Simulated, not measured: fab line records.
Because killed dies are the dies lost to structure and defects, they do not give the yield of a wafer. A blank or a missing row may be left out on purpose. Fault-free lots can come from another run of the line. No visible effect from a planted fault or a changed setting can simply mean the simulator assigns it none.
fab line records	flow n5-finfet
[record] lots = 24	wafers = 72	last-day = 21
route steps=1938 shown BEOL_M8@1335 BEOL_M9@1414
lots with no fault: from the same line, run without faults
start-h: the number of hours between the record's first day and the start of the first shown wafer of the lot	wait-h: hours from the lot's prior step to this one	" identical to the entry in the row above	L1.1+2: several wafers, shown together as one row	- value missing, or start not given	* or withheld: withheld	< > ~ a bound
route shown NAME@n: a module of which the file shows steps, and the number in the route of the first	usual: mean and standard deviation over wafers with no fault	same: alike in all rows	chamber/n: place in a boat	sites: the reading at each site	_std_site: standard deviation of those values	_edge_site: the outer-site mean with the inner-site mean subtracted	radius-mm: for every site, how far away it sits from the centre of the wafer	mask NAME#n: copy n	behind: the tool/chamber that last shaped the wafer	hold: reason for holding the lot/hours on hold/outcome of the hold	device: the transistor (n, p or np) that didn't switch	end of line: the tests these same wafers got at the end of their route	for a step that has no rows: nothing shown but its recipe	killed: dies that structure and defects cost at the first sort, which is not the same as the wafer's yield	map: per-die view of a wafer (x killed, . not killed, _ where there is no die)
set.NAME: the setting that was run; set.NAME@STEP: the one run at that earlier step	model.NAME: the simulator's own value behind a step, which no gauge read
a sample of lots followed through the steps of the route, with each step as a table and each wafer as a row
services: the hour from which a tool's chamber was out of use, counted from the record's first day as start-h (under 0 if before that day), plus the number of hours and why
[[steps]]
[step N5_BEOL_M8_PECVD_70]
[recipe] material = SiO2	target-thk-a = 200	temp-c = 400	precursor = TEOS/O2	pressure-torr = 5.5	rf-w = 450	teos-flow-sccm = 53.8	gas = O2	flow-sccm = 3000	time-s = 22.7
[usual] heater-power-outer-w = 397/67	heater-power-w = 681/100	showerhead-plenum-p-Torr = 8.80/0.057	throttle-valve-pct = 22.6/0.91
lot.wafer	tool	chamber	start-h	wait-h	heater-power-outer-w	heater-power-w	showerhead-plenum-p-Torr	throttle-valve-pct
L076.2	pecvd-03	1	303.31	0.0	378	612	8.77	23.6
L076.5	"	1	"	"	374	610	8.77	23.7
L076.6	"	2	"	"	499	829	8.92	21.2
L074.3	pecvd-01	2	305.75	0.0	299	517	8.81	21.0
L074.4	"	2	"	"	292	527	8.82	20.9
L074.5	"	0	"	"	373	675	8.77	23.7
L075.1	pecvd-02	2	307.27	0.0	336	615	8.81	22.2
L075.4	"	0	"	"	448	781	8.79	22.8
L075.5	"	1	"	"	494	759	8.71	23.2
L077.2	pecvd-01	1	310.09	0.0	447	785	8.90	21.1
L077.3	"	0	"	"	379	682	8.77	23.8
L077.6	"	2	"	"	300	531	8.85	20.8
L079.2	pecvd-03	1	310.70	0.0	350	573	8.76	23.6
L079.3	"	2	"	"	415	748	8.89	21.3
L079.4	"	2	"	"	423	750	8.90	21.4
L078.1	pecvd-01	2	310.71	0.0	350	588	8.82	21.2
L078.4	"	1	"	"	455	819	8.87	21.3
L078.6	"	0	"	"	336	591	8.75	23.9
L081.1	pecvd-02	1	329.60	0.0	464	751	8.73	23.1
L081.2	"	2	"	"	376	689	8.82	22.4
L081.6	"	2	"	"	373	690	8.81	22.2
L080.2	pecvd-02	2	336.17	0.0	334	630	8.80	22.4
L080.4	"	1	"	"	492	780	8.73	23.4
L080.5	"	2	"	"	325	623	8.82	21.9
L083.1	pecvd-02	2	339.86	0.0	372	652	8.82	22.3
L083.2	"	1	"	"	456	717	8.76	23.4
L083.5	"	0	"	"	425	713	8.79	22.7
L082.1	pecvd-03	0	340.78	0.0	347	578	8.76	23.0
L082.3	"	2	"	"	408	719	8.91	21.4
L082.6	"	1	"	"	375	593	8.74	23.6
L085.2	pecvd-02	0	345.62	0.0	379	684	8.80	22.8
L085.3	"	2	"	"	414	744	8.81	22.2
L085.6	"	1	"	"	514	799	8.74	23.3
L084.1	pecvd-03	2	353.16	0.0	442	754	8.92	21.7
L084.3	"	0	"	"	284	491	8.76	22.6
L084.5	"	2	"	"	455	776	8.93	21.6
L086.3	pecvd-01	1	356.11	0.0	425	755	8.90	21.3
L086.5	"	1	"	"	424	753	8.90	21.3
L086.6	"	0	"	"	388	685	8.75	23.8
L089.1	pecvd-03	2	375.56	0.0	449	785	8.92	21.7
L089.2	"	1	"	"	381	621	8.75	23.6
L089.5	"	1	"	"	402	630	8.73	23.4
L091.3	pecvd-02	2	377.41	0.0	345	631	8.81	22.3
L091.4	"	1	"	"	470	754	8.73	23.4
L091.6	"	2	"	"	344	625	8.81	22.5
L088.1	pecvd-01	1	383.72	0.0	469	820	8.90	21.6
L088.5	"	1	"	"	471	818	8.87	21.6
L088.6	"	2	"	"	315	558	8.81	21.1
L087.1	pecvd-03	0	383.73	0.0	335	558	8.74	22.8
L087.2	"	2	"	"	474	811	8.92	21.9
L087.6	"	1	"	"	408	633	8.77	23.9
L092.3	pecvd-03	0	388.02	0.0	326	549	8.74	22.7
L092.5	"	1	"	"	383	608	8.75	23.8
L092.6	"	0	"	"	328	555	8.77	22.9
L090.2	pecvd-02	2	389.74	0.0	421	725	8.81	22.5
L090.3	"	1	"	"	525	823	8.74	23.2
L090.6	"	2	"	"	413	738	8.81	22.5
L093.1	pecvd-02	2	408.88	0.0	357	650	8.83	22.6
L093.3	"	2	"	"	355	653	8.80	22.7
L093.6	"	2	"	"	352	645	8.80	22.4
L094.1	pecvd-02	0	416.88	0.0	420	710	8.80	22.8
L094.3	"	2	"	"	395	715	8.82	22.7
L094.4	"	0	"	"	409	720	8.78	22.7
L095.1	pecvd-01	0	422.24	0.0	418	707	8.75	23.9
L095.3	"	2	"	"	304	556	8.84	21.0
L095.6	"	2	"	"	305	551	8.82	21.4
L096.1	pecvd-02	2	422.72	0.0	414	712	8.80	22.8
L096.5	"	0	"	"	473	803	8.78	23.0
L096.6	"	2	"	"	398	721	8.79	22.6
L097.2	pecvd-01	2	432.87	0.0	319	559	8.82	21.1
L097.3	"	1	"	"	392	702	8.89	21.4
L097.6	"	2	"	"	320	562	8.84	21.3
[step N5_BEOL_M8_ETCH_72]
[recipe] chemistry = N2/H2	target = underlayer	target-depth-a = 65	mask-material = CAR-EUV	time-s = 5.2	ion-energy-ev = 200	pressure-mtorr = 30	source-w = 840	bias-w = 150	n2-flow-sccm = 200	h2-flow-sccm = 200	ends = cleared
[usual] drypump-motor-current-A = 6.0/0.4	etch-rf-on-time-s = 5.17/0.13	oes-product-au = 0.69/0.07	rf-vpp-V = 524.8/2.4	showerhead-plenum-p-Torr = 2.58/0.079	throttle-valve-pct = 17.81/0.26
lot.wafer	tool	chamber	start-h	wait-h	drypump-motor-current-A	etch-rf-on-time-s	oes-product-au	rf-hours-counter-h	rf-vpp-V	showerhead-plenum-p-Torr	throttle-valve-pct
L076.2	rie-diel-01	0	307.74	0.0	6.2	5.18	0.65	129	527.0	2.69	18.13
L076.5	"	2	"	"	5.6	5.12	0.59	-	522.4	2.52	17.84
L076.6	"	3	"	"	6.5	5.38	0.59	-	522.1	2.51	17.68
L074.3	rie-diel-01	1	309.17	0.0	6.0	5.26	0.76	21	523.9	2.48	17.82
L074.4	"	0	"	"	6.2	5.23	0.66	130	528.0	2.69	18.12
L074.5	"	1	"	"	5.9	5.23	0.76	-	522.2	2.48	17.79
L075.1	rie-diel-05	1	312.23	0.0	6.2	5.01	0.74	69	527.5	2.70	18.17
L075.4	"	0	"	"	5.7	5.09	0.67	106	526.0	2.65	17.40
L075.5	"	1	"	"	6.2	4.98	0.72	-	527.7	2.70	18.19
L078.1	rie-diel-05	0	318.56	0.0	5.7	5.12	0.66	109	530.0	2.64	17.41
L078.4	"	2	"	"	5.7	5.38	0.68	102	523.9	2.57	17.83
L078.6	"	0	"	"	5.7	5.12	0.65	-	528.0	2.64	17.43
L077.2	rie-diel-01	2	318.78	0.0	5.6	5.12	0.60	236	523.9	2.52	17.83
L077.3	"	1	"	"	5.9	5.17	0.76	24	521.3	2.48	17.83
L077.6	"	3	"	"	6.5	5.40	0.58	-	522.9	2.51	17.71
L079.2	rie-diel-04	3	321.15	0.0	5.7	4.95	0.85	2	524.3	2.59	17.55
L079.3	"	1	"	"	6.3	5.29	0.73	56	525.1	2.60	18.14
L079.4	"	2	"	"	5.7	5.23	0.63	152	523.5	2.53	17.76
L081.1	rie-diel-04	2	331.98	0.0	5.7	5.20	0.63	155	524.3	2.52	17.76
L081.2	"	0	"	"	5.1	5.10	0.76	30	520.9	2.50	17.83
L081.6	"	0	"	"	5.1	5.10	0.77	-	522.4	2.50	17.83
L080.2	rie-diel-05	0	341.98	0.0	5.7	5.07	0.67	118	525.8	2.64	17.43
L080.4	"	3	"	"	6.7	5.05	0.69	86	528.9	2.66	17.57
L080.5	"	3	"	"	6.7	5.08	0.69	-	526.2	2.66	17.56
L083.1	rie-diel-05	2	342.44	0.0	5.7	5.29	0.67	109	523.1	2.57	17.85
L083.2	"	3	"	"	6.7	5.08	0.69	87	529.2	2.66	17.56
L083.5	"	1	"	"	6.2	5.10	0.71	-	530.4	2.70	18.16
L082.1	rie-diel-04	2	347.37	0.0	5.7	5.18	0.64	159	524.7	2.52	17.77
L082.3	"	3	"	"	5.7	4.98	0.82	14	525.5	2.59	17.55
L082.6	"	1	"	"	6.3	5.32	0.72	-	525.8	2.60	18.15
L085.2	rie-diel-01	1	349.81	0.0	5.9	5.08	0.74	36	522.5	2.47	17.82
L085.3	"	2	"	"	5.5	5.05	0.60	248	524.2	2.51	17.83
L085.6	"	3	"	"	6.5	5.41	0.58	-	520.9	2.50	17.75
L084.1	rie-diel-01	0	358.38	0.0	6.2	5.22	0.64	148	526.9	2.68	18.15
L084.3	"	1	"	"	6.0	5.18	0.74	39	521.3	2.47	17.85
L084.5	"	0	"	"	6.2	5.21	0.64	-	526.9	2.68	18.17
L086.3	rie-diel-05	1	361.09	0.0	6.2	5.05	0.70	89	528.4	2.69	18.23
L086.5	"	2	"	"	5.8	5.34	0.66	-	525.5	2.56	17.84
L086.6	"	1	"	"	6.2	5.12	0.70	-	528.6	2.69	18.19
L089.1	rie-diel-01	2	379.44	0.0	5.5	5.06	0.84	1	522.9	2.51	17.51
L089.2	"	0	"	"	6.2	5.25	0.63	160	526.6	2.68	18.15
L089.5	"	1	"	"	5.9	5.18	0.71	-	521.0	2.47	17.85
L091.3	rie-diel-01	0	379.95	0.0	6.2	5.25	0.63	160	524.7	2.68	18.15
L091.4	"	2	"	"	5.5	5.12	0.83	-	522.8	2.51	17.46
L091.6	"	1	"	"	5.9	5.18	0.72	-	522.1	2.47	17.88
L088.1	rie-diel-04	3	388.03	0.0	5.7	4.86	0.79	28	525.6	2.58	17.57
L088.5	"	1	"	"	6.3	5.34	0.70	-	526.3	2.59	18.15
L088.6	"	2	"	"	5.7	5.20	0.61	-	522.3	2.52	17.78
L087.1	rie-diel-01	0	388.29	0.0	6.2	5.25	0.63	165	525.9	2.68	18.17
L087.2	"	2	"	"	5.5	5.09	0.81	6	521.9	2.51	17.51
L087.6	"	1	"	"	6.0	5.18	0.72	-	523.2	2.46	17.86
L092.3	rie-diel-01	2	391.01	0.0	5.6	5.02	0.80	8	522.1	2.51	17.51
L092.5	"	2	"	"	5.6	5.02	0.81	-	521.7	2.51	17.52
L092.6	"	1	"	"	6.0	5.16	0.72	-	522.5	2.46	17.88
L090.2	rie-diel-01	0	394.46	0.0	6.2	5.32	0.63	169	526.2	2.68	18.18
L090.3	"	2	"	"	5.6	5.16	0.79	10	524.2	2.51	17.49
L090.6	"	0	"	"	6.2	5.28	0.63	-	525.7	2.68	18.20
L093.1	rie-diel-05	2	413.25	0.0	5.8	5.39	0.65	136	524.2	2.56	17.88
L093.3	"	0	"	"	5.7	5.15	0.62	144	526.3	2.63	17.47
L093.6	"	3	"	"	6.7	5.08	0.67	-	525.9	2.65	17.61
L094.1	rie-diel-04	2	419.32	0.0	5.7	5.13	0.62	183	520.2	2.51	17.78
L094.3	"	3	"	"	5.6	4.82	0.77	39	525.3	2.58	17.60
L094.4	"	0	"	"	5.1	5.08	0.73	58	522.0	2.49	17.86
L095.1	rie-diel-01	3	424.90	0.0	6.4	5.35	0.80	6	525.3	2.50	17.41
L095.3	"	2	"	"	5.6	5.05	0.77	24	521.7	2.50	17.55
L095.6	"	2	"	"	5.5	5.08	0.77	-	521.4	2.50	17.54
L096.1	rie-diel-05	1	427.23	0.0	6.1	5.07	0.67	113	526.2	2.68	18.21
L096.5	"	0	"	"	5.7	5.02	0.64	-	526.5	2.63	17.44
L096.6	"	3	"	"	6.8	5.05	0.67	-	527.4	2.64	17.63
L097.2	rie-diel-05	3	437.48	0.0	6.7	5.10	0.65	121	527.5	2.64	17.60
L097.3	"	2	"	"	5.8	5.42	0.64	143	523.2	2.55	17.89
L097.6	"	1	"	"	6.2	5.13	0.67	-	529.3	2.68	18.26
[step N5_BEOL_M8_ETCH_41]
[recipe] chemistry = CH3F/O2	target = SiCN	target-depth-a = 319	taper-deg = 2	time-s = 57.8	ion-energy-ev = 120	mask-material = TiN	pressure-mtorr = 30	source-w = 395	bias-w = 75	Ar_flow_sccm = 150	CH3F_flow_sccm = 30	O2_flow_sccm = 20
[usual] drypump-motor-current-A = 6.0/0.4	oes-product-au = 0.81/0.083	rf-vpp-V = 298.0/1.4	showerhead-plenum-p-Torr = 2.03/0.068	throttle-valve-pct = 16.22/0.17
lot.wafer	tool	chamber	start-h	wait-h	drypump-motor-current-A	oes-product-au	rf-hours-counter-h	rf-vpp-V	showerhead-plenum-p-Torr	throttle-valve-pct
L076.2	rie-diel-01	0	-	-	6.2	0.77	129	298.8	2.11	16.37
L076.5	"	2	"	"	5.5	0.70	-	296.4	1.98	16.31
L076.6	"	3	"	"	6.5	0.69	-	297.2	1.96	16.17
L074.3	rie-diel-01	1	-	-	5.9	0.89	21	295.8	1.94	16.11
L074.4	"	0	"	"	6.2	0.77	130	300.0	2.11	16.40
L074.5	"	1	"	"	5.9	0.90	-	298.1	1.94	16.12
L075.1	rie-diel-05	1	-	-	6.1	0.85	69	298.8	2.11	16.40
L075.4	"	0	"	"	5.7	0.76	106	298.8	2.10	16.11
L075.5	"	1	"	"	6.2	0.85	-	300.7	2.11	16.38
L078.1	rie-diel-05	0	-	-	5.7	0.77	109	299.4	2.10	16.11
L078.4	"	2	"	"	5.7	0.79	102	296.7	2.00	16.13
L078.6	"	0	"	"	5.7	0.76	-	298.7	2.10	16.08
L077.2	rie-diel-01	2	-	-	5.6	0.69	236	296.0	1.97	16.34
L077.3	"	1	"	"	5.9	0.89	24	297.6	1.94	16.11
L077.6	"	3	"	"	6.4	0.68	-	297.1	1.96	16.18
L079.2	rie-diel-04	3	-	-	5.6	1.00	2	297.4	2.03	15.91
L079.3	"	1	"	"	6.3	0.86	56	297.8	2.04	16.36
L079.4	"	2	"	"	5.7	0.74	152	298.0	1.99	16.21
L081.1	rie-diel-04	2	-	-	5.7	0.74	156	298.8	1.99	16.24
L081.2	"	0	"	"	5.1	0.89	30	297.4	1.93	16.09
L081.6	"	0	"	"	5.1	0.89	-	297.6	1.93	16.08
L080.2	rie-diel-05	0	-	-	5.7	0.76	118	299.1	2.10	16.13
L080.4	"	3	"	"	6.7	0.80	86	300.4	2.12	16.23
L080.5	"	3	"	"	6.7	0.81	-	299.0	2.12	16.24
L083.1	rie-diel-05	2	-	-	5.8	0.78	109	297.8	2.00	16.13
L083.2	"	3	"	"	6.7	0.80	87	300.1	2.12	16.24
L083.5	"	1	"	"	6.2	0.84	-	298.9	2.10	16.42
L082.1	rie-diel-04	2	-	-	5.7	0.74	159	297.3	1.99	16.25
L082.3	"	3	"	"	5.6	0.96	14	297.1	2.02	15.92
L082.6	"	1	"	"	6.3	0.86	-	297.5	2.04	16.37
L085.2	rie-diel-01	1	-	-	5.9	0.87	36	296.0	1.94	16.15
L085.3	"	2	"	"	5.6	0.68	248	296.5	1.97	16.34
L085.6	"	3	"	"	6.4	0.67	-	297.4	1.96	16.20
L084.1	rie-diel-01	0	-	-	6.2	0.75	148	299.4	2.10	16.40
L084.3	"	1	"	"	6.0	0.88	39	298.2	1.94	16.15
L084.5	"	0	"	"	6.2	0.76	-	298.6	2.10	16.41
L086.3	rie-diel-05	1	-	-	6.2	0.82	89	300.4	2.10	16.42
L086.5	"	2	"	"	5.8	0.78	-	297.9	2.00	16.14
L086.6	"	1	"	"	6.2	0.81	-	299.7	2.10	16.42
L089.1	rie-diel-01	2	-	-	5.6	0.98	2	295.5	1.97	15.94
L089.2	"	0	"	"	6.2	0.73	160	298.2	2.10	16.43
L089.5	"	1	"	"	5.9	0.85	-	296.9	1.93	16.17
L091.3	rie-diel-01	0	-	-	6.2	0.75	161	300.2	2.10	16.44
L091.4	"	2	"	"	5.6	0.98	-	297.6	1.97	15.93
L091.6	"	1	"	"	5.9	0.85	-	296.7	1.93	16.19
L088.1	rie-diel-04	3	-	-	5.6	0.93	28	298.9	2.02	15.95
L088.5	"	1	"	"	6.3	0.83	-	298.3	2.04	16.40
L088.6	"	2	"	"	5.7	0.73	-	296.9	1.99	16.25
L087.1	rie-diel-01	0	-	-	6.2	0.74	165	299.4	2.10	16.45
L087.2	"	2	"	"	5.5	0.96	6	297.9	1.97	15.94
L087.6	"	1	"	"	5.9	0.85	-	296.1	1.93	16.18
L092.3	rie-diel-01	2	-	-	5.5	0.95	8	298.0	1.97	15.93
L092.5	"	2	"	"	5.5	0.95	-	295.3	1.97	15.95
L092.6	"	1	"	"	6.0	0.84	-	296.6	1.93	16.18
L090.2	rie-diel-01	0	-	-	6.2	0.74	169	298.8	2.10	16.46
L090.3	"	2	"	"	5.5	0.93	10	297.2	1.97	15.94
L090.6	"	0	"	"	6.2	0.73	-	298.8	2.10	16.46
L093.1	rie-diel-05	2	-	-	5.7	0.76	136	297.6	1.99	16.20
L093.3	"	0	"	"	5.7	0.74	144	297.0	2.09	16.18
L093.6	"	3	"	"	6.7	0.78	-	300.3	2.11	16.29
L094.1	rie-diel-04	2	-	-	5.7	0.72	183	297.3	1.98	16.29
L094.3	"	3	"	"	5.6	0.90	39	296.6	2.01	15.98
L094.4	"	0	"	"	5.1	0.84	58	295.0	1.92	16.16
L095.1	rie-diel-01	3	-	-	6.4	0.95	6	296.4	1.95	15.80
L095.3	"	2	"	"	5.5	0.90	24	296.0	1.96	15.96
L095.6	"	2	"	"	5.5	0.90	-	296.5	1.96	15.97
L096.1	rie-diel-05	1	-	-	6.2	0.79	113	298.3	2.09	16.48
L096.5	"	0	"	"	5.7	0.73	-	298.7	2.09	16.19
L096.6	"	3	"	"	6.7	0.77	-	299.5	2.11	16.30
L097.2	rie-diel-05	3	-	-	6.7	0.76	121	300.3	2.11	16.30
L097.3	"	2	"	"	5.7	0.75	143	297.0	1.99	16.21
L097.6	"	1	"	"	6.2	0.79	-	298.0	2.09	16.47
[step N5_BEOL_M8_PRE_CLEAN_45]
[recipe] gas = H2/He	time-s = 30	temp-c = 250
[usual] heater-power-w = 336/40
lot.wafer	tool	chamber	start-h	wait-h	heater-power-w
L076.2	pvd-sputter-03	-	308.83	0.0	318
L076.5	"	-	"	"	312
L076.6	"	-	"	"	350
L074.3	pvd-sputter-03	-	311.57	0.0	300
L074.4	"	-	"	"	318
L074.5	"	-	"	"	401
L075.1	pvd-sputter-03	-	313.18	0.0	316
L075.4	"	-	"	"	304
L075.5	"	-	"	"	354
L078.1	pvd-sputter-03	-	321.51	0.0	311
L078.4	"	-	"	"	393
L078.6	"	-	"	"	396
L077.2	pvd-sputter-03	-	321.67	0.0	346
L077.3	"	-	"	"	302
L077.6	"	-	"	"	312
L079.2	pvd-sputter-03	-	322.33	0.0	392
L079.3	"	-	"	"	306
L079.4	"	-	"	"	346
L081.1	pvd-sputter-03	-	333.31	0.0	392
L081.2	"	-	"	"	296
L081.6	"	-	"	"	308
L080.2	pvd-sputter-03	-	343.12	0.0	312
L080.4	"	-	"	"	392
L080.5	"	-	"	"	362
L083.1	pvd-sputter-03	-	343.72	0.0	392
L083.2	"	-	"	"	314
L083.5	"	-	"	"	390
L082.1	pvd-sputter-01	-	348.66	0.0	316
L082.3	"	-	"	"	304
L082.6	"	-	"	"	306
L085.2	pvd-sputter-02	-	350.85	0.0	277
L085.3	"	-	"	"	407
L085.6	"	-	"	"	310
L084.1	pvd-sputter-03	-	359.55	0.0	390
L084.3	"	-	"	"	316
L084.5	"	-	"	"	312
L086.3	pvd-sputter-03	-	362.09	0.0	358
L086.5	"	-	"	"	376
L086.6	"	-	"	"	353
L089.1	pvd-sputter-03	-	380.69	0.0	395
L089.2	"	-	"	"	316
L089.5	"	-	"	"	391
L091.3	pvd-sputter-01	-	381.28	0.0	285
L091.4	"	-	"	"	317
L091.6	"	-	"	"	389
L088.1	pvd-sputter-03	-	389.41	0.0	314
L088.5	"	-	"	"	380
L088.6	"	-	"	"	308
L087.1	pvd-sputter-02	-	389.42	0.0	271
L087.2	"	-	"	"	315
L087.6	"	-	"	"	276
L092.3	pvd-sputter-02	-	392.19	0.0	275
L092.5	"	-	"	"	312
L092.6	"	-	"	"	318
L090.2	pvd-sputter-01	-	395.86	0.0	281
L090.3	"	-	"	"	307
L090.6	"	-	"	"	405
L093.1	pvd-sputter-01	-	414.68	0.0	317
L093.3	"	-	"	"	274
L093.6	"	-	"	"	306
L094.1	pvd-sputter-03	-	420.70	0.0	351
L094.3	"	-	"	"	315
L094.4	"	-	"	"	304
L095.1	pvd-sputter-02	-	427.57	0.0	413
L095.3	"	-	"	"	275
L095.6	"	-	"	"	322
L096.1	pvd-sputter-03	-	428.56	0.0	343
L096.5	"	-	"	"	396
L096.6	"	-	"	"	353
L097.2	pvd-sputter-01	-	438.57	0.0	305
L097.3	"	-	"	"	283
L097.6	"	-	"	"	308
[step N5_BEOL_M8_SPUTTER_48]
[recipe] material = Cu	target-thk-a = 100	temp-c = -20	bias-v = 60	power-w = 26000	chamber-pressure-pa = 0.13	time-s = 1.667
[usual] throttle-valve-pct = 30.1/1.2
lot.wafer	tool	chamber	start-h	wait-h	throttle-valve-pct
L076.2	pvd-sputter-02	-	309.47	0.1	30.6
L076.5	"	-	"	"	30.0
L076.6	"	-	"	"	30.7
L074.3	pvd-sputter-01	-	312.28	0.2	31.9
L074.4	"	-	"	"	28.9
L074.5	"	-	"	"	31.5
L075.1	pvd-sputter-03	-	315.44	1.3	32.1
L075.4	"	-	"	"	29.9
L075.5	"	-	"	"	29.2
L078.1	pvd-sputter-03	-	322.81	0.2	29.7
L078.4	"	-	"	"	32.0
L078.6	"	-	"	"	28.4
L077.2	pvd-sputter-03	-	322.97	0.3	29.1
L077.3	"	-	"	"	28.4
L077.6	"	-	"	"	29.0
L079.2	pvd-sputter-03	-	323.14	0.1	32.0
L079.3	"	-	"	"	28.9
L079.4	"	-	"	"	30.0
L081.1	pvd-sputter-03	-	334.05	0.2	29.0
L081.2	"	-	"	"	32.0
L081.6	"	-	"	"	28.8
L080.2	pvd-sputter-02	-	343.75	0.1	28.9
L080.4	"	-	"	"	30.4
L080.5	"	-	"	"	30.7
L083.1	pvd-sputter-03	-	344.40	0.1	28.3
L083.2	"	-	"	"	28.9
L083.5	"	-	"	"	28.3
L082.1	pvd-sputter-01	-	349.58	0.2	30.0
L082.3	"	-	"	"	32.1
L082.6	"	-	"	"	28.6
L085.2	pvd-sputter-02	-	351.61	0.2	29.1
L085.3	"	-	"	"	30.8
L085.6	"	-	"	"	30.8
L084.1	pvd-sputter-02	-	360.55	0.4	30.4
L084.3	"	-	"	"	30.7
L084.5	"	-	"	"	30.1
L086.3	pvd-sputter-01	-	362.88	0.1	28.7
L086.5	"	-	"	"	31.7
L086.6	"	-	"	"	29.9
L089.1	pvd-sputter-01	-	381.36	0.2	30.2
L089.2	"	-	"	"	28.6
L089.5	"	-	"	"	28.6
L091.3	pvd-sputter-03	-	382.05	0.1	28.6
L091.4	"	-	"	"	32.0
L091.6	"	-	"	"	29.0
L087.1	pvd-sputter-01	-	390.58	0.1	32.0
L087.2	"	-	"	"	31.8
L087.6	"	-	"	"	29.0
L088.1	pvd-sputter-01	-	390.98	0.4	31.7
L088.5	"	-	"	"	32.0
L088.6	"	-	"	"	30.0
L092.3	pvd-sputter-02	-	394.07	1.1	29.1
L092.5	"	-	"	"	29.0
L092.6	"	-	"	"	30.6
L090.2	pvd-sputter-01	-	396.78	0.2	31.8
L090.3	"	-	"	"	32.0
L090.6	"	-	"	"	29.9
L093.1	pvd-sputter-01	-	415.44	0.2	31.5
L093.3	"	-	"	"	31.8
L093.6	"	-	"	"	28.7
L094.1	pvd-sputter-01	-	421.42	0.2	30.0
L094.3	"	-	"	"	32.0
L094.4	"	-	"	"	31.8
L095.1	pvd-sputter-02	-	428.29	0.1	30.5
L095.3	"	-	"	"	28.9
L095.6	"	-	"	"	29.0
L096.1	pvd-sputter-03	-	429.26	0.2	30.2
L096.5	"	-	"	"	28.8
L096.6	"	-	"	"	30.0
L097.2	pvd-sputter-03	-	439.76	0.2	28.2
L097.3	"	-	"	"	32.0
L097.6	"	-	"	"	32.0
[step N5_BEOL_M9_CD_MEAS_11]
[recipe] target-cd-nm = 64.1	landing-energy-ev = 500	detector = se-inlens	polarity = opening
[usual] cd-nm = 64.2/0.64
lot.wafer	tool	chamber	start-h	wait-h	cd-nm
L076.2	cd-sem-02	0	312.69	-	63.8
L076.5	"	0	"	"	64.4
L076.6	"	0	"	"	63.8
L074.3	cd-sem-03	0	316.11	-	65.1
L074.4	"	0	"	"	64.8
L074.5	"	0	"	"	64.2
L075.1	cd-sem-02	0	319.10	-	63.1
L075.4	"	0	"	"	64.6
L075.5	"	0	"	"	64.8
L078.1	cd-sem-01	0	327.12	-	63.8
L078.4	"	0	"	"	63.9
L078.6	"	0	"	"	64.7
L077.2	cd-sem-02	0	327.41	-	65.4
L077.3	"	0	"	"	64.7
L077.6	"	0	"	"	65.5
L079.2	cd-sem-01	0	327.44	-	64.3
L079.3	"	0	"	"	65.0
L079.4	"	0	"	"	64.5
L081.1	cd-sem-02	0	337.84	-	65.0
L081.2	"	0	"	"	63.8
L081.6	"	0	"	"	63.3
L080.2	cd-sem-02	0	347.35	-	65.1
L080.4	"	0	"	"	64.5
L080.5	"	0	"	"	65.0
L083.1	cd-sem-01	0	347.60	-	63.7
L083.2	"	0	"	"	65.2
L083.5	"	0	"	"	65.2
L082.1	cd-sem-01	0	351.72	-	63.9
L082.3	"	0	"	"	64.1
L082.6	"	0	"	"	63.0
L085.2	cd-sem-02	0	354.58	-	64.3
L085.3	"	0	"	"	63.9
L085.6	"	0	"	"	62.9
L084.1	cd-sem-01	0	366.35	-	64.0
L084.3	"	0	"	"	64.3
L084.5	"	0	"	"	64.8
L086.3	cd-sem-01	0	367.13	-	64.3
L086.5	"	0	"	"	63.4
L086.6	"	0	"	"	64.8
L089.1	cd-sem-01	0	385.22	-	64.5
L089.2	"	0	"	"	62.9
L089.5	"	0	"	"	64.2
L091.3	cd-sem-02	0	385.43	-	64.0
L091.4	"	0	"	"	62.8
L091.6	"	0	"	"	64.4
L087.1	cd-sem-03	0	394.84	-	65.0
L087.2	"	0	"	"	65.3
L087.6	"	0	"	"	65.0
L088.1	cd-sem-01	0	395.19	-	64.5
L088.5	"	0	"	"	64.3
L088.6	"	0	"	"	63.4
L092.3	cd-sem-03	0	397.56	-	63.6
L092.5	"	0	"	"	65.2
L092.6	"	0	"	"	64.6
L090.2	cd-sem-01	0	399.55	-	64.4
L090.3	"	0	"	"	64.3
L090.6	"	0	"	"	64.6
L093.1	cd-sem-01	0	418.46	-	64.5
L093.3	"	0	"	"	64.0
L093.6	"	0	"	"	64.3
L094.1	cd-sem-01	0	425.05	-	64.2
L094.3	"	0	"	"	64.4
L094.4	"	0	"	"	63.9
L095.1	cd-sem-02	0	430.42	-	65.0
L095.3	"	0	"	"	64.8
L095.6	"	0	"	"	64.0
L096.1	cd-sem-03	0	432.71	-	64.9
L096.5	"	0	"	"	64.6
L096.6	"	0	"	"	64.3
L097.2	cd-sem-03	0	443.93	-	63.1
L097.3	"	0	"	"	65.3
L097.6	"	0	"	"	63.8
[[services]]
tool	chamber	start-h	hours	kind
rie-diel-04	-	287.48	28.1	pm
pecvd-02	-	288.53	2.8	pm
rie-diel-01	1	310.36	2.1	repair
pecvd-02	-	324.36	0.8	repair
pecvd-01	-	334.31	2.8	pm
rie-diel-04	2	339.41	7.8	repair
rie-diel-01	2	354.43	-	clean
rie-diel-01	2	354.43	-	consumable-replace:focus-ring
rie-diel-01	2	354.43	23.2	scheduled-down
rie-diel-01	2	354.43	23.2	vent-cycle
pecvd-02	2	355.98	11.3	repair
rie-diel-05	0	359.21	8.0	repair
pecvd-01	-	371.26	1.8	repair
rie-diel-01	3	377.91	-	clean
rie-diel-01	3	377.91	-	consumable-replace:focus-ring
rie-diel-01	3	377.91	30.8	scheduled-down
rie-diel-01	3	377.91	30.8	vent-cycle
pecvd-02	1	403.96	-	clean
pecvd-02	1	403.96	-	consumable-replace:showerhead
pvd-sputter-02	-	409.67	7.3	repair
rie-diel-05	-	410.63	0.9	repair
pecvd-01	-	415.89	5.5	pm
pvd-sputter-01	-	426.95	3.4	repair
rie-diel-01	3	432.33	4.8	repair
[[key]]
fault none
